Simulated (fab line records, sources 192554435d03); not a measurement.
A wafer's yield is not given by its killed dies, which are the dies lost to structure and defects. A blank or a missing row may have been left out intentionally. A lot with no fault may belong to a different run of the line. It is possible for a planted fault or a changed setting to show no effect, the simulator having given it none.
fab line records	flow n5-finfet
[record] lots = 6	wafers = 18	last-day = 17
route steps=1938 shown GATE_CUT@488 BEOL_M4@1111 PASSIVATION@1936
lots that met no fault: from a run of the same line without faults
start-h: start of the lot's first displayed wafer, in hours after the record's first day	wait-h: hours from the lot's prior step to this one	" the same as in the row above	L1.1+2: a single row standing in for several wafers	- no value, or no start was given	* or withheld: withheld	< > ~ a bound
route shown NAME@n: names a module that has steps shown in the file, with the first one's number in the route	usual: mean/standard deviation taken from wafers without a fault	same: alike in all rows	chamber/n: place in a boat	sites: each site's reading	_std_site: standard deviation of those values	_edge_site: the outer-site mean with the inner-site mean subtracted	radius-mm: for every site, how far away it sits from the centre of the wafer	mask NAME#n: copy n	behind: the tool/chamber that last shaped the wafer	hold: why the lot was held/for how many hours/how that ended	device: whichever transistor did not switch (one of n, p or np)	end of line: the same wafers' tests at the end of the route	step lacking rows: just its recipe	killed: dies that structure and defects cost at the first sort, which is not the same as the wafer's yield	map: per-die view of a wafer (x killed, . not killed, _ where there is no die)
set.NAME: the setting the step ran with; set.NAME@STEP: the setting that earlier step ran with	model.NAME: the simulator's own value behind a step, which no gauge read
certain route steps with their lots: each step a table, each wafer a row
services: from which hour (start-h, from the record's first day; less than 0 if before it) a tool's chamber was out of use, for how many hours, and why
[[steps]]
[step N5_GATE_CUT_OVL_MEAS_14]
[recipe] points-per-wafer = 522
[usual] GATE_CUT_OVL = -0.1/0.83
lot.wafer	tool	chamber	start-h	wait-h	GATE_CUT_OVL[nm]
L361.2	overlay-02	0	89.04	0.0	-0.4
L361.4	"	0	"	"	-0.5
L361.6	"	0	"	"	-0.1
L368.4	overlay-01	0	135.71	0.0	-0.3
L368.5	"	0	"	"	-1.0
L368.6	"	0	"	"	-0.5
L372.2	overlay-01	0	155.26	0.0	-0.2
L372.5	"	0	"	"	-0.3
L372.6	"	0	"	"	-0.1
L374.2	overlay-01	0	166.79	0.0	-1.2
L374.4	"	0	"	"	-1.0
L374.6	"	0	"	"	-1.0
L376.3	overlay-02	0	178.33	0.0	-0.7
L376.4	"	0	"	"	-0.5
L376.6	"	0	"	"	0.2
L382.2	overlay-01	0	221.64	0.0	1.5
L382.5	"	0	"	"	0.3
L382.6	"	0	"	"	1.6
[step N5_GATE_CUT_INSPECT_15]
[recipe] mode = adi	inspect-instrument = brightfield
[usual] raw-defect-count = 144/45
lot.wafer	tool	chamber	start-h	wait-h	raw-defect-count
L361.2	defect-inspect-01	-	89.09	0.0	137
L361.4	"	-	"	"	105
L361.6	"	-	"	"	120
L368.4	defect-inspect-01	-	135.76	0.0	159
L368.5	"	-	"	"	161
L368.6	"	-	"	"	210
L372.2	defect-inspect-02	-	155.31	0.0	156
L372.5	"	-	"	"	133
L372.6	"	-	"	"	143
L374.2	defect-inspect-01	-	166.84	0.0	229
L374.4	"	-	"	"	111
L374.6	"	-	"	"	119
L376.3	defect-inspect-02	-	178.38	0.0	134
L376.4	"	-	"	"	101
L376.6	"	-	"	"	132
L382.2	defect-inspect-01	-	221.69	0.1	141
L382.5	"	-	"	"	90
L382.6	"	-	"	"	101
[step N5_GATE_CUT_DESCUM_18]
[recipe] chemistry = O2	time-s = 7	source-power-w = 50	bias-power-w = 20	pressure-mtorr = 20	rf-frequency-hz = 2.712e+07	temp-c = 40	resist = CAR-EUV	o2-flow-sccm = 225
[step N5_GATE_CUT_ETCH_28]
[recipe] chemistry = N2/H2	target = underlayer	target-depth-a = 130	mask-material = CAR-EUV	time-s = 10.4	ion-energy-ev = 200	pressure-mtorr = 30	source-w = 840	bias-w = 150	n2-flow-sccm = 200	h2-flow-sccm = 200	ends = cleared
[usual] drypump-motor-current-A = 5.8/0.42	etch-rf-on-time-s = 10.4/0.37	oes-product-au = 0.65/0.071	rf-fwd-power-W = 819.6/2.5	rf-vpp-V = 524.8/2.2	showerhead-plenum-p-Torr = 2.57/0.076	throttle-valve-pct = 17.99/0.28
lot.wafer	tool	chamber	start-h	wait-h	drypump-motor-current-A	etch-rf-on-time-s	oes-product-au	rf-fwd-power-W	rf-hours-counter-h	rf-vpp-V	showerhead-plenum-p-Torr	throttle-valve-pct
L361.2	rie-diel-01	2	89.18	0.0	5.4	10.0	0.78	817.4	33	525.8	2.61	18.29
L361.4	"	2	"	"	5.5	9.9	0.79	819.8	-	525.2	2.61	18.28
L361.6	"	1	"	"	5.7	10.8	0.59	819.6	-	522.2	2.52	17.85
L368.4	rie-diel-02	0	135.96	0.0	5.9	9.9	0.60	821.2	229	527.2	2.63	18.23
L368.5	"	2	"	"	6.0	10.3	0.65	817.8	-	525.6	2.66	18.13
L368.6	"	1	"	"	5.7	10.8	0.62	823.8	-	519.9	2.42	18.13
L372.2	rie-diel-02	3	155.54	0.0	5.7	10.1	0.61	820.3	201	522.4	2.51	18.43
L372.5	"	3	"	"	5.8	10.1	0.60	818.8	-	522.6	2.51	18.41
L372.6	"	2	"	"	6.0	10.4	0.64	821.9	-	527.2	2.65	18.14
L374.2	rie-diel-02	0	167.00	0.0	6.0	9.9	0.61	817.9	240	525.3	2.63	18.22
L374.4	"	2	"	"	6.0	10.3	0.63	823.8	173	528.0	2.65	18.15
L374.6	"	2	"	"	6.0	10.3	0.64	816.8	-	526.8	2.65	18.14
L376.3	rie-diel-03	1	178.65	0.0	5.7	10.6	0.62	819.1	171	523.9	2.52	18.12
L376.4	"	2	"	"	6.4	10.3	0.63	824.9	167	525.0	2.52	17.68
L376.6	"	1	"	"	5.7	10.6	0.62	819.6	-	525.7	2.52	18.14
L382.2	rie-diel-01	1	221.99	0.0	5.7	10.3	0.83	815.6	4	523.3	2.50	17.50
L382.5	"	0	"	"	5.1	10.1	0.63	819.8	-	525.4	2.63	17.85
L382.6	"	2	"	"	5.5	10.0	0.73	820.2	-	524.1	2.59	18.37
[step N5_GATE_CUT_ETCH_36]
[recipe] chemistry = CF4	target = SiARC	target-depth-a = 130	mask-material = CAR-EUV	time-s = 21.7	ion-energy-ev = 80	pressure-mtorr = 40	source-w = 545	bias-w = 36	Ar_flow_sccm = 100	cf4-flow-sccm = 100	ends = cleared
[usual] drypump-motor-current-A = 5.8/0.42	etch-rf-on-time-s = 21.7/0.68	mfc-ar-sccm = 100.0/0.3	oes-product-au = 0.65/0.07	rf-fwd-power-W = 531.8/1.8	rf-vpp-V = 184.4/1	showerhead-plenum-p-Torr = 2.16/0.058	throttle-valve-pct = 15.67/0.21
lot.wafer	tool	chamber	start-h	wait-h	drypump-motor-current-A	etch-rf-on-time-s	mfc-ar-sccm	oes-product-au	rf-fwd-power-W	rf-hours-counter-h	rf-vpp-V	showerhead-plenum-p-Torr	throttle-valve-pct
L361.2	rie-diel-01	2	89.20	0.0	5.4	21.0	100.0	0.79	529.9	33	185.4	2.17	15.63
L361.4	"	2	"	"	5.4	21.0	100.5	0.79	532.2	-	185.3	2.17	15.63
L361.6	"	1	"	"	5.7	22.2	99.7	0.59	536.7	-	183.4	2.10	15.44
L368.4	rie-diel-02	0	135.98	0.0	5.9	20.9	100.1	0.61	531.9	229	184.3	2.17	15.67
L368.5	"	2	"	"	6.0	21.2	99.7	0.65	529.0	-	184.3	2.23	15.72
L368.6	"	1	"	"	5.7	22.1	100.3	0.62	530.4	-	183.1	2.07	15.99
L372.2	rie-diel-02	3	155.56	0.0	5.8	21.5	100.3	0.60	531.9	201	184.1	2.11	15.99
L372.5	"	3	"	"	5.8	21.6	100.0	0.60	531.9	-	183.6	2.11	15.97
L372.6	"	2	"	"	6.0	21.2	99.9	0.65	528.4	-	184.0	2.23	15.73
L374.2	rie-diel-02	0	167.02	0.0	5.9	21.4	99.9	0.59	529.2	240	184.5	2.17	15.71
L374.4	"	2	"	"	6.0	21.7	100.2	0.63	533.1	173	185.5	2.23	15.73
L374.6	"	2	"	"	6.0	21.4	100.4	0.64	531.5	-	184.8	2.23	15.74
L376.3	rie-diel-03	1	178.67	0.0	5.7	22.4	100.2	0.61	529.1	171	183.5	2.13	15.87
L376.4	"	2	"	"	6.4	21.7	100.4	0.63	533.5	167	183.9	2.14	15.65
L376.6	"	1	"	"	5.7	22.3	100.2	0.62	531.9	-	184.1	2.13	15.89
L382.2	rie-diel-01	1	222.01	0.0	5.7	21.2	100.1	0.83	533.0	4	184.8	2.09	15.03
L382.5	"	0	"	"	5.1	20.8	99.7	0.63	530.4	-	185.9	2.22	15.65
L382.6	"	2	"	"	5.4	20.9	100.0	0.73	531.9	-	184.8	2.15	15.73
[step N5_GATE_CUT_ETCH_37]
[recipe] chemistry = N2/H2	target = SOC	target-depth-a = 600	overetch-a = 120	mask-material = SiARC	temp-c = 40	time-s = 90	ion-energy-ev = 200	pressure-mtorr = 30	source-w = 840	bias-w = 150	n2-flow-sccm = 200	h2-flow-sccm = 200
[usual] drypump-motor-current-A = 5.8/0.42	oes-product-au = 0.68/0.07	rf-fwd-power-W = 835/3.2	rf-vpp-V = 524.6/2.3	showerhead-plenum-p-Torr = 2.57/0.076	temp-c = 40.00/0.11	throttle-valve-pct = 17.96/0.28
lot.wafer	tool	chamber	start-h	wait-h	drypump-motor-current-A	oes-product-au	rf-fwd-power-W	rf-hours-counter-h	rf-vpp-V	showerhead-plenum-p-Torr	temp-c	throttle-valve-pct
L361.2	rie-diel-01	2	89.22	0.0	5.4	0.81	834	33	524.2	2.61	40.04	18.24
L361.4	"	2	"	"	5.4	0.80	830	-	524.6	2.61	39.86	18.23
L361.6	"	1	"	"	5.6	0.62	837	-	520.8	2.51	40.07	17.84
L368.4	rie-diel-02	0	136.00	0.0	5.9	0.62	833	229	526.0	2.63	39.79	18.20
L368.5	"	2	"	"	6.0	0.68	837	-	527.0	2.66	39.96	18.10
L368.6	"	1	"	"	5.7	0.65	834	-	521.6	2.42	39.86	18.11
L372.2	rie-diel-02	3	155.58	0.0	5.8	0.62	839	202	522.7	2.51	40.07	18.38
L372.5	"	3	"	"	5.8	0.62	841	-	522.1	2.51	39.93	18.38
L372.6	"	2	"	"	6.0	0.67	833	-	526.4	2.65	40.10	18.10
L374.2	rie-diel-02	0	167.05	0.0	5.9	0.62	832	240	525.5	2.63	40.13	18.19
L374.4	"	2	"	"	6.0	0.67	838	173	528.8	2.65	40.06	18.12
L374.6	"	2	"	"	6.0	0.67	838	-	526.8	2.65	39.97	18.11
L376.3	rie-diel-03	1	178.70	0.0	5.7	0.65	833	171	523.3	2.52	39.89	18.09
L376.4	"	2	"	"	6.4	0.66	829	167	525.3	2.52	40.01	17.64
L376.6	"	1	"	"	5.7	0.66	835	-	523.5	2.52	39.96	18.09
L382.2	rie-diel-01	1	222.04	0.0	5.6	0.86	837	4	523.3	2.50	39.85	17.49
L382.5	"	0	"	"	5.1	0.65	835	-	527.6	2.63	40.04	17.84
L382.6	"	2	"	"	5.4	0.75	831	-	526.6	2.59	40.02	18.34
[step N5_GATE_CUT_STRIP_38]
[recipe] chemistry = N2/H2	temp-c = 40	n2-flow-sccm = 200	h2-flow-sccm = 200	rf-frequency-hz = 6e+07
[step N5_GATE_CUT_STRIP_39]
[recipe] chemistry = N2/H2	temp-c = 40	n2-flow-sccm = 200	h2-flow-sccm = 200	rf-frequency-hz = 6e+07
[step N5_GATE_CUT_HM_OPEN_40]
[recipe] chemistry = C4F6/O2	target = SiO2	mask-material = SiARC	target-depth-a = 1390	time-s = 85.1	ion-energy-ev = 250	pressure-mtorr = 30	source-w = 345	bias-w = 185	Ar_flow_sccm = 300	C4F6_flow_sccm = 10	O2_flow_sccm = 10	ends = cleared
[step N5_GATE_CUT_STRIP_41]
[recipe] chemistry = CF4	resist = SiARC	power-w = 300	bias-power-w = 75	pressure-mtorr = 50	cf4-flow-sccm = 150	rf-frequency-hz = 6e+07
[usual] drypump-motor-current-A = 5.8/0.42	oes-product-au = 0.176/0.019	power-w = 300.0/0.82	rf-vpp-V = 271.6/1.3	showerhead-plenum-p-Torr = 1.81/0.047	throttle-valve-pct = 13.66/0.21
lot.wafer	tool	chamber	start-h	wait-h	drypump-motor-current-A	oes-product-au	power-w	rf-hours-counter-h	rf-vpp-V	showerhead-plenum-p-Torr	throttle-valve-pct
L361.2	rie-diel-01	2	89.37	0.0	5.4	0.204	299.8	33	272.3	1.82	13.58
L361.4	"	2	"	"	5.4	0.205	300.3	-	272.5	1.82	13.58
L361.6	"	1	"	"	5.7	0.162	302.1	-	271.1	1.76	13.46
L368.4	rie-diel-02	0	136.15	0.0	6.0	0.163	299.3	229	272.5	1.81	13.71
L368.5	"	2	"	"	6.0	0.177	300.2	-	271.9	1.87	13.69
L368.6	"	1	"	"	5.7	0.165	299.5	-	270.6	1.75	13.99
L372.2	rie-diel-02	3	155.73	0.0	5.8	0.161	299.5	202	270.9	1.77	13.98
L372.5	"	3	"	"	5.8	0.162	300.1	-	271.1	1.77	13.97
L372.6	"	2	"	"	6.0	0.176	299.2	-	273.5	1.87	13.70
L374.2	rie-diel-02	0	167.19	0.0	5.9	0.158	299.7	240	271.2	1.81	13.71
L374.4	"	2	"	"	6.0	0.173	299.2	173	272.8	1.86	13.70
L374.6	"	2	"	"	6.0	0.176	299.6	-	272.4	1.87	13.71
L376.3	rie-diel-03	1	178.84	0.0	5.7	0.173	301.7	171	270.8	1.79	13.87
L376.4	"	2	"	"	6.4	0.174	298.6	167	271.1	1.80	13.67
L376.6	"	1	"	"	5.7	0.167	300.7	-	270.6	1.79	13.87
L382.2	rie-diel-01	1	222.18	0.0	5.7	0.228	300.2	4	271.9	1.75	12.97
L382.5	"	0	"	"	5.1	0.164	300.0	-	273.3	1.86	13.64
L382.6	"	2	"	"	5.4	0.189	298.3	-	271.6	1.81	13.69
[step N5_GATE_CUT_STRIP_42]
[recipe] chemistry = O2	power-w = 400	temp-c = 40	pressure-mtorr = 30	rf-frequency-hz = 6e+07	bias-power-w = 0	overash-fraction = 0.3	o2-flow-sccm = 225
[usual] drypump-motor-current-A = 5.8/0.42	oes-product-au = 0.76/0.081	rf-vpp-V = 3.7/0.52	showerhead-plenum-p-Torr = 2.13/0.063	temp-c = 40.00/0.12	throttle-valve-pct = 16.81/0.2
lot.wafer	tool	chamber	start-h	wait-h	drypump-motor-current-A	oes-product-au	rf-hours-counter-h	rf-vpp-V	showerhead-plenum-p-Torr	temp-c	throttle-valve-pct
L361.2	rie-diel-01	2	89.39	0.0	5.4	0.90	33	3.6	2.13	40.11	16.77
L361.4	"	2	"	"	5.4	0.91	-	3.6	2.13	39.88	16.77
L361.6	"	1	"	"	5.6	0.68	-	3.8	2.10	40.17	16.71
L368.4	rie-diel-02	0	136.17	0.0	5.9	0.70	229	3.3	2.18	39.75	17.02
L368.5	"	2	"	"	6.0	0.77	-	4.4	2.19	39.95	16.79
L368.6	"	1	"	"	5.7	0.73	-	3.4	2.03	40.04	17.05
L372.2	rie-diel-02	3	155.75	0.0	5.7	0.70	202	3.8	2.09	39.89	17.19
L372.5	"	3	"	"	5.7	0.71	-	3.9	2.09	39.93	17.20
L372.6	"	2	"	"	6.0	0.76	-	3.8	2.18	39.85	16.79
L374.2	rie-diel-02	0	167.21	0.0	5.9	0.68	240	3.4	2.18	40.08	17.05
L374.4	"	2	"	"	6.0	0.76	173	3.2	2.18	39.86	16.81
L374.6	"	2	"	"	6.0	0.76	-	4.3	2.18	39.74	16.79
L376.3	rie-diel-03	1	178.86	0.0	5.7	0.73	171	3.7	2.10	40.04	17.02
L376.4	"	2	"	"	6.4	0.74	167	3.7	2.10	39.96	16.72
L376.6	"	1	"	"	5.7	0.73	-	3.0	2.10	39.90	17.03
L382.2	rie-diel-01	1	222.20	0.0	5.7	0.95	5	3.1	2.09	39.85	16.34
L382.5	"	0	"	"	5.1	0.73	-	3.2	2.20	40.04	16.81
L382.6	"	2	"	"	5.5	0.84	-	3.3	2.12	39.90	16.85
[step N5_GATE_CUT_ETCH_19]
[recipe] chemistry = CH3F/O2	target = SiNx	mask-material = SiO2	target-depth-a = 537	time-s = 76.7	pressure-mtorr = 30	source-w = 395	bias-w = 73	Ar_flow_sccm = 150	CH3F_flow_sccm = 30	O2_flow_sccm = 20	ion-energy-ev = 120	ends = cleared
[step N5_GATE_CUT_CUT_ETCH_53]
[recipe] chemistry = SF6/Cl2	target = W	mask-material = SiO2	target-depth-a = 792	pressure-mtorr = 8	icp-w = 900	bias-w = 80	SF6_flow_sccm = 40	Cl2_flow_sccm = 60	ends = cleared
[usual] drypump-motor-current-A = 5.8/0.41	etch-rf-on-time-s = 26.8/0.71	oes-product-au = 0.71/0.088	rf-fwd-power-W = 877.9/3	throttle-valve-pct = 28.67/0.21
lot.wafer	tool	chamber	start-h	wait-h	drypump-motor-current-A	etch-rf-on-time-s	oes-product-au	rf-fwd-power-W	rf-hours-counter-h	throttle-valve-pct
L361.2	rie-metal-03	1	89.54	0.1	5.6	25.9	0.59	874.5	107	29.00
L361.4	"	1	"	"	5.6	25.9	0.59	877.1	-	28.99
L361.6	"	0	"	"	5.3	26.7	0.81	875.1	-	28.42
L368.4	rie-metal-01	1	136.33	0.1	5.6	27.3	0.51	877.3	-	28.67
L368.5	"	0	"	"	5.9	26.3	0.69	879.7	-	28.83
L368.6	"	1	"	"	5.6	27.4	0.52	872.7	-	28.65
L372.2	rie-metal-01	0	155.91	0.1	5.9	21.7	0.77	1090.2	-	28.84
L372.5	"	0	"	"	5.9	21.7	0.77	1093.4	-	28.85
L372.6	"	0	"	"	5.9	21.8	0.77	1089.0	-	28.83
L374.2	rie-metal-01	0	167.39	0.1	5.9	21.9	0.75	1095.5	-	28.85
L374.4	"	0	"	"	5.9	21.7	0.77	1092.5	-	28.83
L374.6	"	0	"	"	5.9	22.0	0.76	1095.0	-	28.85
L376.3	rie-metal-02	1	179.03	0.1	5.8	27.9	0.74	884.5	-	28.71
L376.4	"	0	"	"	6.6	27.5	0.74	879.8	-	28.40
L376.6	"	0	"	"	6.6	27.4	0.74	876.6	-	28.40
L382.2	rie-metal-02	1	222.35	0.1	5.8	27.9	0.73	880.9	18	28.71
L382.5	"	0	"	"	6.6	27.1	0.73	877.1	-	28.41
L382.6	"	1	"	"	5.8	27.9	0.73	880.5	-	28.72
[step N5_GATE_CUT_CUT_ETCH_54]
[recipe] chemistry = Cl2/BCl3	target = TiN	mask-material = SiO2	target-depth-a = 967	pressure-mtorr = 10	icp-w = 1000	bias-w = 126	Cl2_flow_sccm = 53.25	bcl3-flow-sccm = 21.75	Ar_flow_sccm = 25	ends = cleared
[step N5_BEOL_M4_RC_MEAS_101]
[usual] DIBL_N = 36.8/2.2	DIBL_P = 37.0/2.8	IOFF_N = 0.18/0.043	IOFF_P = 0.23/0.05	ION_N = 680/14	ION_P = 466/9.1	SS_N = 71.7/0.74	SS_P = 73.5/0.79	VT_N = 248/4	VT_P = -249/4.1
lot.wafer	tool	chamber	start-h	wait-h	DIBL_N[mV/V]	DIBL_P[mV/V]	IOFF_N[nA/um]	IOFF_P[nA/um]	ION_N[uA/um]	ION_P[uA/um]	SS_N[mV/dec]	SS_P[mV/dec]	VT_N[mV]	VT_P[mV]
L361.2	prober-02	0	177.73	0.2	40.2	40.4	0.23	0.26	689	467	72.2	74.0	244	-250
L361.4	"	0	"	"	39.7	40.0	0.22	0.25	684	464	72.6	74.9	245	-251
L361.6	"	0	"	"	36.5	35.5	0.14	0.19	670	459	70.8	73.4	248	-252
L368.4	prober-02	0	224.91	0.5	36.1	39.6	0.17	0.24	676	466	71.0	73.6	247	-250
L368.5	"	0	"	"	32.4	34.2	0.11	0.16	667	463	70.9	72.0	252	-252
L368.6	"	0	"	"	37.6	40.8	0.19	0.26	672	464	72.2	74.1	247	-249
L372.2	prober-01	0	238.19	0.2	40.5	39.2	0.29	0.30	709	470	73.3	73.4	243	-247
L372.5	"	0	"	"	34.3	31.9	0.13	0.17	668	459	70.6	71.5	254	-252
L372.6	"	0	"	"	38.1	36.7	0.22	0.25	704	475	72.0	73.3	244	-248
L374.2	prober-02	0	254.20	0.2	36.5	36.8	0.20	0.22	689	465	70.9	73.4	245	-252
L374.4	"	0	"	"	36.2	36.5	0.18	0.22	692	471	71.5	73.1	245	-249
L374.6	"	0	"	"	34.8	35.1	0.16	0.19	686	470	71.2	72.8	247	-251
L376.3	prober-02	0	255.53	0.3	40.1	37.2	0.20	0.20	672	447	73.7	73.9	252	-253
L376.4	"	0	"	"	39.3	38.8	0.22	0.23	681	464	72.1	73.5	244	-251
L376.6	"	0	"	"	40.2	38.2	0.23	0.22	689	453	73.5	74.5	246	-250
L382.2	prober-01	0	298.72	0.2	38.4	39.8	0.21	0.26	689	471	72.2	74.4	245	-248
L382.5	"	0	"	"	38.1	39.8	0.21	0.26	688	467	71.1	72.8	245	-250
L382.6	"	0	"	"	36.6	39.8	0.18	0.27	691	478	71.0	73.4	247	-247
[step N5_PASSIVATION_PROBE_49]
[usual] defect-limited-yield = 91.4/1.5	killed_at_M0_to_M3 = 36/11	killed_at_M4_up = 14/6	killed-at-contacts = 11/6	killed-at-front-end = 37/11	killed-at-other = 4/3.4	killed-dies = 102/18	killed-open = 66/13	killed-short = 34/7.8	sort_bin_4_leakage = 0.00/0.017	sort_bin_5_function = 5.0/0.97	sort_bin_6_memory = 3.2/0.7	sort-n-pass = 1078/19	sort-yield-pct = 91.3/1.6
[same] gross-dies = 1180	killed-at-back-side = 0	sort_bin_8_speed[%] = 0
lot.wafer	tool	chamber	start-h	wait-h	defect-limited-yield[%]	killed_at_M0_to_M3	killed_at_M4_up	killed-at-contacts	killed-at-front-end	killed-at-other	killed-dies	killed-open	killed-short	sort_bin_4_leakage[%]	sort_bin_5_function[%]	sort_bin_6_memory[%]	sort-n-pass	sort-yield-pct[%]
L368.4	prober-01	-	323.87	0.2	92.0	44	7	5	33	5	94	56	38	0	4.6	3.1	1086	92.0
L368.5	prober-01	-	323.92	0.2	90.3	54	8	5	47	1	115	77	34	0	6.0	3.5	1065	90.3
L368.6	prober-01	-	323.97	0.3	92.3	38	8	7	37	1	91	65	25	0	5.3	2.3	1089	92.3
L374.2	prober-02	-	359.26	0.5	92.9	34	12	10	27	1	84	47	36	0	3.8	2.7	1096	92.9
L374.4	prober-02	-	359.36	0.6	92.1	38	21	11	23	0	93	64	28	0	4.2	3.6	1087	92.1
L374.6	prober-02	-	359.46	0.7	89.7	46	22	12	40	2	122	81	38	0	5.7	4.1	1058	89.7
// killed by level:class
L368.4 FIN_SAQP:geometric-particle:open=11 BEOL_M0_SAQP:geometric-particle:short=10 BEOL_M2:geometric-particle:open=9 FIN_SAQP:geometric-particle:short=8 BEOL_M3:geometric-particle:open=6 GATE_CUT:geometric-particle:short=4 MOL_CONTACT_COAG:geometric-particle:open=4 BEOL_M0_SAQP:geometric-particle:open=4
L368.5 BEOL_M2:geometric-particle:open=18 BEOL_M3:geometric-particle:open=14 FIN_SAQP:geometric-particle:short=10 DUMMY_GATE:geometric-particle:open=10 FIN_SAQP:geometric-particle:open=9 BEOL_M1:geometric-particle:open=7 STI_FIN_REVEAL:geometric-particle:open=5 MOL_CONTACT_COAG:geometric-particle:open=4
L368.6 BEOL_M0_SAQP:geometric-particle:open=11 FIN_SAQP:geometric-particle:short=9 FIN_SAQP:geometric-particle:open=7 MOL_CONTACT_COAG:geometric-particle:open=7 BEOL_M2:geometric-particle:open=6 BEOL_M4:geometric-particle:open=6 GATE_CUT:geometric-particle:short=5 BEOL_M1:geometric-particle:open=5
L374.2 BEOL_M0_SAQP:geometric-particle:open=9 BEOL_M2:geometric-particle:open=9 GATE_CUT:geometric-particle:short=8 BEOL_M0_SAQP:geometric-particle:short=7 MOL_CONTACT_COAG:geometric-particle:open=6 GATE_CUT:geometric-particle:open=5 FIN_SAQP:geometric-particle:short=4 MOL_CONTACT_COAG:geometric-particle:short=3
L374.4 BEOL_M0_SAQP:geometric-particle:open=11 BEOL_M0_SAQP:geometric-particle:short=10 MOL_CONTACT_COAG:geometric-particle:open=9 BEOL_M2:geometric-particle:open=7 BEOL_M4:geometric-particle:open=7 FIN_SAQP:geometric-particle:short=4 DUMMY_GATE:geometric-particle:open=4 BEOL_M5:geometric-particle:open=4
L374.6 BEOL_M0_SAQP:geometric-particle:open=13 FIN_SAQP:geometric-particle:short=11 BEOL_M3:geometric-particle:open=10 MOL_CONTACT_COAG:geometric-particle:open=8 BEOL_M0_SAQP:geometric-particle:short=8 BEOL_M2:geometric-particle:open=7 BEOL_M5:geometric-particle:open=7 BEOL_M4:geometric-particle:open=6
[[services]]
tool	chamber	start-h	hours	kind
rie-diel-01	3	70.53	31.2	repair
rie-diel-01	0	140.58	7.1	repair
rie-diel-01	-	143.86	3.3	repair
rie-diel-03	1	147.36	3.3	repair
rie-metal-01	1	155.69	-	clean
rie-metal-01	1	155.69	22.2	scheduled-down
rie-metal-01	1	155.69	22.2	vent-cycle
rie-metal-02	-	156.51	1.4	pm
rie-diel-03	-	160.73	0.5	repair
rie-diel-01	1	187.49	-	clean
rie-diel-01	1	187.49	-	consumable-replace:focus-ring
rie-diel-01	1	187.49	23.4	scheduled-down
rie-diel-01	1	187.49	23.4	vent-cycle
rie-diel-03	-	198.08	1.1	repair
rie-diel-03	-	199.54	2.6	repair
rie-diel-02	0	201.57	-	clean
rie-diel-02	0	201.57	-	consumable-replace:focus-ring
rie-diel-02	0	201.57	21.2	scheduled-down
rie-diel-02	0	201.57	21.2	vent-cycle
rie-diel-01	3	213.02	48.6	repair
rie-diel-03	0	216.61	2.9	repair
[[key]]
[first-sign] step = N5_GATE_CUT_CUT_ETCH_53	reading = rf-fwd-power-W	direction = up	sigmas = 72	usual = *	struck = *
[effect] step = N5_GATE_CUT_CUT_ETCH_53	reading = etch-rf-on-time-s	direction = down	sigmas = 7.1	usual = *	struck = *
met-at N5_GATE_CUT_CUT_ETCH_53
struck-wafers L372.2,L372.5,L372.6,L374.2,L374.4,L374.6
onset-between 136.33 155.91
[fault] kind = process-parameter-drift	tool = rie-metal-01	chamber = 0	onset-h = 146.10	steps = N5_GATE_CUT_CUT_ETCH_53	channel = icp-w	offset = 216	shape = step	end-h = 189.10	acts-in = these-recipes-only	stated = 900
